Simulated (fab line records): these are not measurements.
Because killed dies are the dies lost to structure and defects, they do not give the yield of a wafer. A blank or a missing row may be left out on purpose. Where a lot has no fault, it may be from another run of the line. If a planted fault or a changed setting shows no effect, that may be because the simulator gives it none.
fab line records ; flow n5-finfet
record lots=5; wafers=15; last-day=20
route steps=1938 shown BEOL_M4@1052 PASSIVATION@1936
lots untouched by any fault: they come from a run of this same line in which no faults occurred
start-h: hours from the record's opening day to when the first of the lot's shown wafers began ; wait-h: how many hours have passed since the lot's step before this one ; " same as the row above ; L1.1+2: several wafers, shown together as one row ; - no value present, or no start provided ; * or withheld: withheld ; < > ~ a bound
route shown NAME@n: NAME is a module with steps in the file, n the number in the route of the first one ; usual: mean/standard deviation taken from wafers without a fault ; same: alike in all rows ; chamber/n: place in a boat ; sites: per-site readings ; _std_site: the values' standard deviation ; _edge_site: mean of outer sites minus mean of inner sites ; radius-mm: for every site, how far away it sits from the centre of the wafer ; mask NAME#n: copy n ; behind: the tool/chamber that last shaped the wafer ; hold: why the lot was held/for how many hours/how that ended ; device: the transistor (n, p or np) that didn't switch ; end of line: tests run on the same wafers once the route is complete ; where a step has no rows: the recipe by itself ; killed: at the first sort, the dies lost to defects and structure; wafer yield is something else ; map: per-die view of a wafer (x killed, . not killed, _ where there is no die)
set.NAME: the setting that was run; set.NAME@STEP: the one run at that earlier step ; model.NAME: the simulator's own value behind a step, which no gauge read
a table for each step, a row for each wafer; lots at some steps of the route
services: from which hour (start-h, from the record's first day; less than 0 if before it) a tool's chamber was out of use, for how many hours, and why
## steps
# step N5_BEOL_M4_SOFTBAKE_23
# recipe temp-c=110; time-s=60; resist=CAR-EUV
# step N5_BEOL_M4_EXPOSE_25
# recipe mask-id=V3; na=0.33; source-shape=quasar; sigma-inner=0.2; sigma-outer=0.8; polarization=unpolarized; defocus-nm=5; dose-mj=63
# step N5_BEOL_M4_PEB_26
# recipe peb-temp-c=100; peb-time-s=60; resist=CAR-EUV
# step N5_BEOL_M4_DEVELOP_27
# recipe develop-time-s=30; developer=TMAH; resist=CAR-EUV; rinse-liquid=surfactant-rinse; dry=air-spin; dev-temp-c=23
# step N5_BEOL_M4_CD_MEAS_28
# recipe target-cd-nm=26.2; landing-energy-ev=500; detector=se-inlens; target-cd-y-nm=24.1; polarity=opening
# usual cd-nm=26.27/0.24
lot.wafer;tool;chamber;start-h;wait-h;cd-nm
L464.1;cd-sem-01;0;218.87;-;26.13
L464.3;cd-sem-01;0;218.87;-;26.24
L464.5;cd-sem-01;0;218.87;-;26.06
L466.3;cd-sem-03;0;221.31;-;26.03
L466.4;cd-sem-03;0;221.31;-;26.35
L466.6;cd-sem-03;0;221.31;-;25.98
L472.2;cd-sem-01;0;243.85;-;26.22
L472.3;cd-sem-01;0;243.85;-;26.72
L472.4;cd-sem-01;0;243.85;-;26.42
L486.3;cd-sem-03;0;323.88;-;25.93
L486.4;cd-sem-03;0;323.88;-;26.33
L486.5;cd-sem-03;0;323.88;-;25.70
L484.2;cd-sem-02;0;340.78;-;26.49
L484.3;cd-sem-02;0;340.78;-;26.54
L484.5;cd-sem-02;0;340.78;-;26.52
# step N5_BEOL_M4_OVL_MEAS_29
# recipe points-per-wafer=522
# usual V3_OVL=0.4/0.66
# same points-per-wafer=522
lot.wafer;tool;chamber;start-h;wait-h;V3_OVL[nm]
L464.1;overlay-02;0;218.90;0.0;0.4
L464.3;overlay-02;0;218.90;0.0;0.6
L464.5;overlay-02;0;218.90;0.0;0.9
L466.3;overlay-01;0;221.35;0.0;0.1
L466.4;overlay-01;0;221.35;0.0;0.6
L466.6;overlay-01;0;221.35;0.0;2.0
L472.2;overlay-01;0;243.89;0.0;0.5
L472.3;overlay-01;0;243.89;0.0;0.6
L472.4;overlay-01;0;243.89;0.0;-0.3
L486.3;overlay-01;0;323.92;0.0;-0.2
L486.4;overlay-01;0;323.92;0.0;0.8
L486.5;overlay-01;0;323.92;0.0;0.6
L484.2;overlay-02;0;340.81;0.0;-0.1
L484.3;overlay-02;0;340.81;0.0;0.4
L484.5;overlay-02;0;340.81;0.0;0.6
# step N5_BEOL_M4_INSPECT_30
# recipe mode=adi; inspect-instrument=brightfield
# usual raw-defect-count=420/110
lot.wafer;tool;chamber;start-h;wait-h;raw-defect-count
L464.1;defect-inspect-01;-;218.96;0.1;352
L464.3;defect-inspect-01;-;218.96;0.1;409
L464.5;defect-inspect-01;-;218.96;0.1;477
L466.3;defect-inspect-01;-;221.39;0.0;375
L466.4;defect-inspect-01;-;221.39;0.0;452
L466.6;defect-inspect-01;-;221.39;0.0;522
L472.2;defect-inspect-01;-;243.94;0.0;377
L472.3;defect-inspect-01;-;243.94;0.0;472
L472.4;defect-inspect-01;-;243.94;0.0;316
L486.3;defect-inspect-01;-;323.97;0.0;355
L486.4;defect-inspect-01;-;323.97;0.0;282
L486.5;defect-inspect-01;-;323.97;0.0;227
L484.2;defect-inspect-02;-;340.87;0.0;504
L484.3;defect-inspect-02;-;340.87;0.0;454
L484.5;defect-inspect-02;-;340.87;0.0;341
# step N5_BEOL_M4_DESCUM_33
# recipe chemistry=O2; time-s=7; source-power-w=50; bias-power-w=20; pressure-mtorr=20; rf-frequency-hz=2.712e+07; temp-c=40; resist=CAR-EUV; o2-flow-sccm=225
# usual drypump-motor-current-A=5.8/0.43; oes-product-au=0.74/0.072; rf-vpp-V=243.3/1.1; showerhead-plenum-p-Torr=2.09/0.04; throttle-valve-pct=20.40/0.16
# same time-s=7
lot.wafer;tool;chamber;start-h;wait-h;drypump-motor-current-A;oes-product-au;rf-hours-counter-h;rf-vpp-V;showerhead-plenum-p-Torr;throttle-valve-pct
L464.1;rie-diel-02;0;218.99;0.0;6.2;0.84;74;242.2;2.12;20.40
L464.3;rie-diel-02;3;218.99;0.0;5.8;0.69;241;244.9;2.14;20.52
L464.5;rie-diel-02;3;218.99;0.0;5.8;0.69;-;243.1;2.14;20.50
L466.3;rie-diel-04;1;221.43;0.0;5.4;0.69;224;245.6;2.14;20.35
L466.4;rie-diel-04;3;221.43;0.0;5.3;0.66;232;245.4;2.14;20.54
L466.6;rie-diel-04;2;221.43;0.0;6.2;0.72;-;242.6;2.08;20.46
L472.2;rie-diel-04;2;244.05;0.1;6.2;0.71;208;241.1;2.08;20.49
L472.3;rie-diel-04;3;244.05;0.1;5.3;0.66;238;244.0;2.14;20.55
L472.4;rie-diel-04;1;244.05;0.1;5.3;0.69;233;242.3;2.14;20.36
L486.3;rie-diel-05;3;324.00;0.0;5.5;0.71;219;245.9;2.15;20.37
L486.4;rie-diel-05;2;324.00;0.0;5.7;0.68;248;243.6;2.06;20.36
L486.5;rie-diel-05;2;324.00;0.0;5.7;0.69;-;242.6;2.06;20.35
L484.2;rie-diel-05;0;341.01;0.1;6.1;0.70;188;244.9;2.08;20.54
L484.3;rie-diel-05;1;341.01;0.1;6.3;0.80;95;242.3;2.03;20.24
L484.5;rie-diel-05;1;341.01;0.1;6.3;0.80;-;242.8;2.03;20.24
# step N5_BEOL_M4_ETCH_77
# recipe chemistry=N2/H2; target=underlayer; target-depth-a=65; mask-material=CAR-EUV; time-s=5.2; ion-energy-ev=200; pressure-mtorr=30; source-w=840; bias-w=150; n2-flow-sccm=200; h2-flow-sccm=200; ends=cleared
# usual drypump-motor-current-A=5.8/0.43; etch-rf-on-time-s=5.19/0.064; oes-product-au=0.63/0.059; rf-vpp-V=523.8/1.9; showerhead-plenum-p-Torr=2.54/0.053; throttle-valve-pct=17.84/0.2
lot.wafer;tool;chamber;start-h;wait-h;drypump-motor-current-A;etch-rf-on-time-s;oes-product-au;rf-hours-counter-h;rf-vpp-V;showerhead-plenum-p-Torr;throttle-valve-pct
L464.1;rie-diel-02;0;219.03;0.0;6.2;5.16;0.71;74;525.8;2.57;17.74
L464.3;rie-diel-02;3;219.03;0.0;5.9;5.19;0.59;241;526.6;2.61;18.12
L464.5;rie-diel-02;3;219.03;0.0;5.8;5.17;0.59;-;524.7;2.61;18.11
L466.3;rie-diel-04;1;221.46;0.0;5.3;5.26;0.59;224;524.3;2.62;17.86
L466.4;rie-diel-04;3;221.46;0.0;5.3;5.29;0.57;232;524.1;2.61;18.09
L466.6;rie-diel-04;2;221.46;0.0;6.2;5.20;0.61;-;521.5;2.52;17.84
L472.2;rie-diel-04;2;244.09;0.0;6.3;5.08;0.62;208;523.5;2.51;17.86
L472.3;rie-diel-04;3;244.09;0.0;5.4;5.23;0.57;238;526.1;2.61;18.09
L472.4;rie-diel-04;1;244.09;0.0;5.3;5.16;0.59;233;525.4;2.62;17.88
L486.3;rie-diel-05;3;324.03;0.0;5.5;5.23;0.60;219;526.4;2.62;17.86
L486.4;rie-diel-05;2;324.03;0.0;5.7;5.11;0.60;248;522.1;2.50;17.76
L486.5;rie-diel-05;2;324.03;0.0;5.7;5.15;0.60;-;521.4;2.50;17.76
L484.2;rie-diel-05;0;341.05;0.0;6.1;5.20;0.59;188;523.1;2.52;17.95
L484.3;rie-diel-05;1;341.05;0.0;6.3;5.22;0.66;95;522.8;2.46;17.51
L484.5;rie-diel-05;1;341.05;0.0;6.3;5.14;0.69;-;523.7;2.46;17.54
# step N5_BEOL_M4_ETCH_69
# recipe chemistry=CF4; target=SiARC; target-depth-a=156; mask-material=CAR-EUV; time-s=26; ion-energy-ev=80; pressure-mtorr=40; source-w=545; bias-w=36; Ar_flow_sccm=100; cf4-flow-sccm=100; ends=cleared
# usual drypump-motor-current-A=5.8/0.43; etch-rf-on-time-s=26.08/0.27; oes-product-au=0.63/0.06; rf-vpp-V=184.2/0.96; showerhead-plenum-p-Torr=2.14/0.041; throttle-valve-pct=15.63/0.17
lot.wafer;tool;chamber;start-h;wait-h;drypump-motor-current-A;etch-rf-on-time-s;oes-product-au;rf-hours-counter-h;rf-vpp-V;showerhead-plenum-p-Torr;throttle-valve-pct
L464.1;rie-diel-02;0;219.04;0.0;6.2;26.31;0.70;74;185.2;2.16;15.49
L464.3;rie-diel-02;3;219.04;0.0;5.8;26.03;0.59;241;184.7;2.19;15.82
L464.5;rie-diel-02;3;219.04;0.0;5.8;25.97;0.59;-;185.6;2.19;15.81
L466.3;rie-diel-04;1;221.48;0.0;5.3;26.14;0.59;224;184.4;2.20;15.64
L466.4;rie-diel-04;3;221.48;0.0;5.4;26.20;0.58;232;184.2;2.21;15.86
L466.6;rie-diel-04;2;221.48;0.0;6.3;26.09;0.62;-;182.7;2.12;15.66
L472.2;rie-diel-04;2;244.10;0.0;6.3;25.95;0.62;208;184.8;2.12;15.68
L472.3;rie-diel-04;3;244.10;0.0;5.3;26.69;0.57;238;185.0;2.20;15.88
L472.4;rie-diel-04;1;244.10;0.0;5.3;26.67;0.59;233;183.8;2.20;15.64
L486.3;rie-diel-05;3;324.05;0.0;5.5;26.40;0.60;219;185.2;2.20;15.69
L486.4;rie-diel-05;2;324.05;0.0;5.7;26.00;0.59;248;183.5;2.11;15.58
L486.5;rie-diel-05;2;324.05;0.0;5.7;25.92;0.60;-;183.2;2.11;15.58
L484.2;rie-diel-05;0;341.06;0.0;6.1;26.04;0.60;188;184.2;2.13;15.75
L484.3;rie-diel-05;1;341.06;0.0;6.3;25.98;0.67;95;184.3;2.08;15.41
L484.5;rie-diel-05;1;341.06;0.0;6.3;25.79;0.68;-;184.4;2.08;15.41
# step N5_BEOL_M4_ALD_98
# recipe material=SiO2; target-thk-a=25; temp-c=100; ald-precursor-family=BDEAS; ald-co-reactant=O2-plasma; pulse-time-s=1; co-reactant-pulse-time-s=1; purge-time-s=2; co-reactant-purge-time-s=2; ald-cycles=17; pressure-torr=2
# usual heater-power-outer-w=41/4.5; heater-power-w=78/9.2; precursor-pulse-height-rel=1.001/0.021
lot.wafer;tool;chamber;start-h;wait-h;heater-power-outer-w;heater-power-w;precursor-pulse-height-rel
L464.1;ald-sin-02;2;219.13;0.1;34;61;0.980
L464.3;ald-sin-02;0;219.13;0.1;37;73;1.042
L464.5;ald-sin-02;1;219.13;0.1;46;90;0.980
L466.3;ald-sin-01;2;222.05;0.5;43;81;1.011
L466.4;ald-sin-01;2;222.05;0.5;42;82;0.987
L466.6;ald-sin-01;3;222.05;0.5;41;78;1.023
L472.2;ald-sin-03;3;244.19;0.1;42;79;1.005
L472.3;ald-sin-03;2;244.19;0.1;48;95;1.008
L472.4;ald-sin-03;0;244.19;0.1;38;74;0.981
L486.3;ald-sin-03;0;324.36;0.3;38;73;0.995
L486.4;ald-sin-03;1;324.36;0.3;46;83;0.998
L486.5;ald-sin-03;3;324.36;0.3;43;76;0.997
L484.2;ald-sin-02;1;341.15;0.1;44;83;1.000
L484.3;ald-sin-02;3;341.15;0.1;38;75;1.009
L484.5;ald-sin-02;3;341.15;0.1;39;73;0.950
# step N5_BEOL_M4_ETCHBACK_99
# recipe chemistry=CHF3; target=SiO2; target-depth-a=50; time-s=10.4; source-w=215; bias-w=47; Ar_flow_sccm=200; CHF3_flow_sccm=12; ion-energy-ev=100; pressure-mtorr=30
# usual drypump-motor-current-A=5.7/0.43; oes-product-au=0.77/0.096; rf-vpp-V=241.6/2.3; showerhead-plenum-p-Torr=2.16/0.04; throttle-valve-pct=17.07/0.21
# same time-s=10.4
lot.wafer;tool;chamber;start-h;wait-h;drypump-motor-current-A;oes-product-au;rf-hours-counter-h;rf-vpp-V;showerhead-plenum-p-Torr;throttle-valve-pct
L464.1;rie-diel-02;2;238.07;18.9;4.9;0.72;187;245.9;2.14;17.33
L464.3;rie-diel-02;0;238.07;18.9;6.2;0.83;82;243.8;2.17;16.97
L464.5;rie-diel-02;1;238.07;18.9;5.7;0.72;-;245.4;2.15;17.26
L466.3;rie-diel-04;1;248.33;26.2;5.3;0.68;235;242.2;2.21;17.14
L466.4;rie-diel-04;3;248.33;26.2;5.3;0.66;-;234.3;2.22;17.32
L466.6;rie-diel-04;1;248.33;26.2;5.3;0.69;-;243.7;2.21;17.14
L472.2;rie-diel-02;2;270.84;26.6;4.9;0.70;204;243.9;2.13;17.38
L472.3;rie-diel-02;3;270.84;26.6;5.8;1.00;1;241.9;2.20;16.81
L472.4;rie-diel-02;1;270.84;26.6;5.7;0.71;214;243.8;2.14;17.28
L486.3;rie-diel-04;1;342.99;18.6;5.3;0.94;11;243.2;2.20;16.69
L486.4;rie-diel-04;3;342.99;18.6;5.3;0.92;20;235.6;2.21;16.92
L486.5;rie-diel-04;0;342.99;18.6;6.0;0.89;-;240.7;2.11;16.64
L484.2;rie-diel-02;2;359.56;18.4;4.9;0.68;234;244.0;2.12;17.43
L484.3;rie-diel-02;3;359.56;18.4;5.8;0.90;33;241.6;2.19;16.89
L484.5;rie-diel-02;1;359.56;18.4;5.7;0.69;-;244.5;2.13;17.35
# step N5_BEOL_M4_ETCH_70
# recipe chemistry=N2/H2; target=SOC; target-depth-a=800; overetch-a=240; mask-material=SiARC; temp-c=40; time-s=130; ion-energy-ev=200; pressure-mtorr=30; source-w=840; bias-w=150; n2-flow-sccm=200; h2-flow-sccm=200
# usual drypump-motor-current-A=5.7/0.43; oes-product-au=0.57/0.069; rf-vpp-V=524.1/1.5; run-length-s=153.3/0.47; showerhead-plenum-p-Torr=2.55/0.048; throttle-valve-pct=17.81/0.2
lot.wafer;tool;chamber;start-h;wait-h;drypump-motor-current-A;oes-product-au;rf-hours-counter-h;rf-vpp-V;run-length-s;showerhead-plenum-p-Torr;throttle-valve-pct;model.SiARC_of_BEOL_M4_COAT_68.thk-nm
L464.1;rie-diel-02;2;238.11;0.0;4.9;0.53;187;522.8;153.2;2.53;18.15;5.8
L464.3;rie-diel-02;0;238.11;0.0;6.3;0.61;82;525.1;153.3;2.56;17.71;5.8
L464.5;rie-diel-02;1;238.11;0.0;5.7;0.52;-;523.3;153.5;2.53;17.97;5.8
L466.3;rie-diel-04;1;248.36;0.0;5.3;0.50;235;526.6;154.0;2.62;17.82;5.8
L466.4;rie-diel-04;3;248.36;0.0;5.4;0.50;-;526.1;153.0;2.61;18.05;6
L466.6;rie-diel-04;1;248.36;0.0;5.3;0.50;-;525.0;154.0;2.62;17.85;5.8
L472.2;rie-diel-02;2;270.88;0.0;4.9;0.63;204;522.8;128.9;2.52;18.19;7
L472.3;rie-diel-02;3;270.88;0.0;5.8;0.72;1;525.7;152.8;2.61;17.66;5.8
L472.4;rie-diel-02;1;270.88;0.0;5.7;0.52;214;523.6;153.5;2.52;17.99;5.8
L486.3;rie-diel-04;1;343.02;0.0;5.3;0.69;11;526.3;153.7;2.60;17.42;5.8
L486.4;rie-diel-04;3;343.02;0.0;5.3;0.67;20;523.5;153.5;2.60;17.69;6
L486.5;rie-diel-04;0;343.02;0.0;6.0;0.63;-;522.8;152.9;2.49;17.45;5.8
L484.2;rie-diel-02;2;359.60;0.0;4.9;0.50;234;523.3;152.6;2.51;18.22;5.8
L484.3;rie-diel-02;3;359.60;0.0;5.8;0.65;33;523.5;152.5;2.59;17.72;5.6
L484.5;rie-diel-02;1;359.60;0.0;5.7;0.50;-;523.6;153.7;2.51;18.02;5.6
# step N5_BEOL_M4_STRIP_71
# recipe chemistry=N2/H2; temp-c=40; n2-flow-sccm=200; h2-flow-sccm=200; rf-frequency-hz=6e+07
# step N5_BEOL_M4_RC_MEAS_101
# usual DIBL_N=36.0/1.3; DIBL_P=36.2/1.7; IOFF_N=0.155/0.024; IOFF_P=0.21/0.034; ION_N=674/9; ION_P=463/7.1; SS_N=71.4/0.5; SS_P=73.4/0.57; VT_N=250.0/2.8; VT_P=-251/3.2
lot.wafer;tool;chamber;start-h;wait-h;DIBL_N[mV/V];DIBL_P[mV/V];IOFF_N[nA/um];IOFF_P[nA/um];ION_N[uA/um];ION_P[uA/um];SS_N[mV/dec];SS_P[mV/dec];VT_N[mV];VT_P[mV]
L464.1;prober-01;0;244.50;0.1;36.3;36.1;0.143;0.19;666;460;71.5;73.3;250.3;-254
L464.3;prober-01;0;244.50;0.1;37.0;37.7;0.161;0.20;674;454;71.7;73.4;250.0;-253
L464.5;prober-01;0;244.50;0.1;38.0;38.4;0.176;0.22;674;457;72.0;73.9;248.4;-253
L466.3;prober-02;0;252.81;0.3;36.0;35.1;0.147;0.21;676;463;71.9;73.2;251.1;-249
L466.4;prober-02;0;252.81;0.3;34.5;32.7;0.123;0.17;666;459;70.7;72.8;253.5;-251
L466.6;prober-02;0;252.81;0.3;37.1;35.9;0.156;0.21;682;467;71.8;73.2;249.4;-250
L472.2;prober-01;0;276.30;0.2;35.8;35.1;0.152;0.18;678;456;70.9;73.0;249.2;-257
L472.3;prober-01;0;276.30;0.2;35.7;34.8;0.145;0.17;665;450;70.8;72.9;249.2;-257
L472.4;prober-01;0;276.30;0.2;38.0;37.4;0.191;0.22;690;464;72.1;72.9;243.5;-252
L486.3;prober-01;0;348.02;0.3;35.3;35.0;0.135;0.21;675;470;70.8;72.2;251.2;-252
L486.4;prober-01;0;348.02;0.3;35.2;34.5;0.135;0.20;677;464;70.9;72.2;252.7;-250
L486.5;prober-01;0;348.02;0.3;34.9;35.5;0.131;0.20;667;467;70.8;72.6;253.3;-247
L484.2;prober-01;0;373.75;0.2;35.0;33.2;0.117;0.17;657;455;70.7;73.1;254.5;-254
L484.3;prober-01;0;373.75;0.2;36.8;35.5;0.142;0.20;664;456;70.9;73.6;249.7;-253
L484.5;prober-01;0;373.75;0.2;35.8;34.0;0.124;0.17;664;457;70.8;73.4;255.6;-253
# step N5_PASSIVATION_PROBE_49
# usual defect-limited-yield=90.8/1.7; killed_at_M0_to_M3=37/12; killed_at_M4_up=15/5.6; killed-at-contacts=13/6.9; killed-at-front-end=40/11; killed-at-other=4/3.2; killed-dies=109/20; killed-on-rim=14/4.3; killed-open=73/15; killed-short=35/8.3; sort_bin_5_function=5.4/1.1; sort_bin_6_memory=3.5/0.73; sort-n-pass=1071/20; sort-yield-pct=90.8/1.7
# same gross-dies=1180; killed-at-back-side=0; sort_bin_4_leakage[%]=0; sort_bin_8_speed[%]=0
lot.wafer;tool;chamber;start-h;wait-h;defect-limited-yield[%];killed_at_M0_to_M3;killed_at_M4_up;killed-at-contacts;killed-at-front-end;killed-at-other;killed-dies;killed-on-rim;killed-open;killed-short;sort_bin_5_function[%];sort_bin_6_memory[%];sort-n-pass;sort-yield-pct[%]
L464.1;prober-01;-;341.66;0.0;90.3;40;27;21;24;3;115;15;74;41;5.4;4.1;1065;90.3
L464.3;prober-01;-;341.76;0.1;90.4;42;17;16;31;7;113;9;80;33;5.6;3.8;1067;90.4
L464.5;prober-01;-;341.86;0.2;89.6;50;26;7;36;4;123;20;68;52;6.0;4.1;1057;89.6
L466.3;prober-02;-;357.08;0.1;90.3;42;13;19;35;6;115;12;80;34;5.8;3.8;1065;90.3
L466.4;prober-02;-;357.13;0.2;93.1;20;14;19;26;3;82;7;54;25;2.9;3.7;1098;93.1
L466.6;prober-02;-;357.23;0.3;92.8;33;17;8;25;2;85;9;67;17;4.3;2.7;1095;92.8
L472.2;prober-01;-;380.79;0.1;87.8;61;13;8;62;0;144;17;83;51;7.1;4.0;1036;87.8
L472.3;prober-01;-;380.84;0.1;90.4;48;14;7;44;0;113;17;82;30;5.9;3.3;1067;90.4
L484.2;prober-02;-;482.37;0.1;89.7;50;12;16;42;2;122;7;84;38;5.7;4.6;1058;89.7
L484.3;prober-02;-;482.42;0.1;91.7;45;14;19;19;1;98;18;70;28;5.6;2.5;1082;91.7
L484.5;prober-02;-;482.52;0.2;90.3;61;10;7;37;0;115;15;72;43;5.9;3.7;1065;90.3
# killed by level:class
L464.1 MOL_CONTACT_COAG:geometric-particle:open=16 BEOL_M4:geometric-particle:open=11 BEOL_M3:geometric-particle:open=10 BEOL_M0_SAQP:geometric-particle:short=10 FIN_SAQP:geometric-particle:open=5 BEOL_M1:geometric-particle:open=5 MOL_CONTACT_COAG:geometric-particle:short=5 FIN_SAQP:geometric-particle:short=4
L464.3 BEOL_M1:geometric-particle:open=13 MOL_CONTACT_COAG:geometric-particle:open=11 DUMMY_GATE:geometric-particle:open=9 BEOL_M0_SAQP:geometric-particle:open=7 BEOL_M3:geometric-particle:open=7 BEOL_M4:geometric-particle:open=7 MOL_CONTACT_COAG:geometric-particle:short=5 BEOL_M0_SAQP:geometric-particle:short=5
L464.5 STI_FIN_REVEAL:geometric-particle:open=11 BEOL_M0_SAQP:geometric-particle:short=11 BEOL_M4:geometric-particle:open=11 STARTING-WAFER:geometric-particle:short=9 BEOL_M2:geometric-particle:short=8 BEOL_M1:geometric-particle:open=7 BEOL_M0_SAQP:geometric-particle:open=6 MOL_CONTACT_COAG:geometric-particle:open=6
L466.3 MOL_CONTACT_COAG:geometric-particle:open=12 BEOL_M0_SAQP:geometric-particle:open=8 BEOL_M1:geometric-particle:open=8 BEOL_M2:geometric-particle:open=8 FIN_SAQP:geometric-particle:short=7 MOL_CONTACT_COAG:geometric-particle:short=7 BEOL_M3:geometric-particle:open=7 FIN_SAQP:geometric-particle:open=6
L466.4 MOL_CONTACT_COAG:geometric-particle:open=15 DUMMY_GATE:geometric-particle:open=9 BEOL_M3:geometric-particle:open=5 BEOL_M4:geometric-particle:open=5 BEOL_M0_SAQP:geometric-particle:short=5 DUMMY_GATE:geometric-particle:short=4 MOL_CONTACT_COAG:geometric-particle:short=4 BEOL_M8:geometric-particle:open=3
L466.6 DUMMY_GATE:geometric-particle:open=9 BEOL_M1:geometric-particle:open=9 FIN_SAQP:geometric-particle:open=6 MOL_CONTACT_COAG:geometric-particle:open=6 BEOL_M0:geometric-particle:open=6 BEOL_M0_SAQP:geometric-particle:short=5 BEOL_M8:geometric-particle:open=5 BEOL_M4:geometric-particle:open=4
L472.2 BEOL_M0_SAQP:geometric-particle:short=14 STI_FIN_REVEAL:geometric-particle:open=13 FIN_SAQP:geometric-particle:open=11 FIN_SAQP:geometric-particle:short=11 BEOL_M0_SAQP:geometric-particle:open=10 BEOL_M2:geometric-particle:open=10 MOL_CONTACT_COAG:geometric-particle:open=8 BEOL_M4:geometric-particle:open=8
L472.3 STI_FIN_REVEAL:geometric-particle:open=12 BEOL_M0_SAQP:geometric-particle:open=11 BEOL_M1:geometric-particle:open=8 MOL_CONTACT_COAG:geometric-particle:open=7 BEOL_M2:geometric-particle:open=6 BEOL_M3:geometric-particle:open=6 STARTING-WAFER:geometric-particle:open=6 FIN_SAQP:geometric-particle:open=5
L484.2 MOL_CONTACT_COAG:geometric-particle:open=13 BEOL_M0_SAQP:geometric-particle:open=13 BEOL_M2:geometric-particle:open=12 FIN_SAQP:geometric-particle:open=11 BEOL_M4:geometric-particle:open=7 FIN_SAQP:geometric-particle:short=6 BEOL_M0_SAQP:geometric-particle:short=6 GATE_CUT:geometric-particle:short=5
L484.3 MOL_CONTACT_COAG:geometric-particle:open=15 BEOL_M2:geometric-particle:open=15 BEOL_M0_SAQP:geometric-particle:open=7 BEOL_M0_SAQP:geometric-particle:short=5 BEOL_M0:geometric-particle:open=5 BEOL_M3:geometric-particle:open=5 ILD0:geometric-particle:open=4 MOL_CONTACT_COAG:geometric-particle:short=4
L484.5 BEOL_M0_SAQP:geometric-particle:short=20 BEOL_M0_SAQP:geometric-particle:open=14 STI_FIN_REVEAL:geometric-particle:open=9 BEOL_M1:geometric-particle:open=8 BEOL_M2:geometric-particle:open=8 FIN_SAQP:geometric-particle:open=7 MOL_CONTACT_COAG:geometric-particle:open=6 DUMMY_GATE:geometric-particle:open=5
## services
tool;chamber;start-h;hours;kind
rie-diel-05;1;217.15;4.6;repair
rie-diel-02;1;217.15;5.2;repair
rie-diel-04;3;230.56;7.6;repair
rie-diel-04;0;244.50;-;clean
rie-diel-04;0;244.50;-;consumable-replace:focus-ring
rie-diel-04;0;244.50;19.1;scheduled-down
rie-diel-04;0;244.50;19.1;vent-cycle
ald-sin-02;1;258.32;3.4;repair
rie-diel-04;2;263.68;2.8;repair
ald-sin-02;-;268.78;14.0;pm
rie-diel-04;3;271.32;-;clean
rie-diel-04;3;271.32;-;consumable-replace:focus-ring
rie-diel-04;3;271.32;13.8;scheduled-down
rie-diel-04;3;271.32;13.8;vent-cycle
rie-diel-04;-;278.67;4.3;pm
ald-sin-03;-;290.39;0.3;repair
rie-diel-04;1;290.93;-;clean
ald-sin-03;0;295.38;20.7;repair
ald-sin-01;3;301.21;6.0;repair
rie-diel-05;1;302.74;4.3;repair
rie-diel-02;2;303.28;3.9;repair
ald-sin-02;-;306.93;6.1;pm
ald-sin-01;-;307.08;1.4;repair
ald-sin-02;2;336.39;5.1;repair
## key
first-sign step=N5_BEOL_M4_ETCH_70; reading=run-length-s; direction=down; sigmas=52; usual=*; struck=*
effect none on later readings
model-effect step=N5_BEOL_M4_ETCH_70; value=SiARC_of_BEOL_M4_COAT_68.thk-nm; without=5.8; struck=7
met-at N5_BEOL_M4_ETCH_70
struck-wafers L472.2
onset-between 238.11 270.88
fault kind=process-parameter-drift; tool=rie-diel-02; chamber=-; onset-h=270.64; steps=N5_BEOL_M4_ETCH_70; channel=time-s; offset=*; shape=step; end-h=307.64; scope=struck-wafers-only; acts-in=*; stated=*
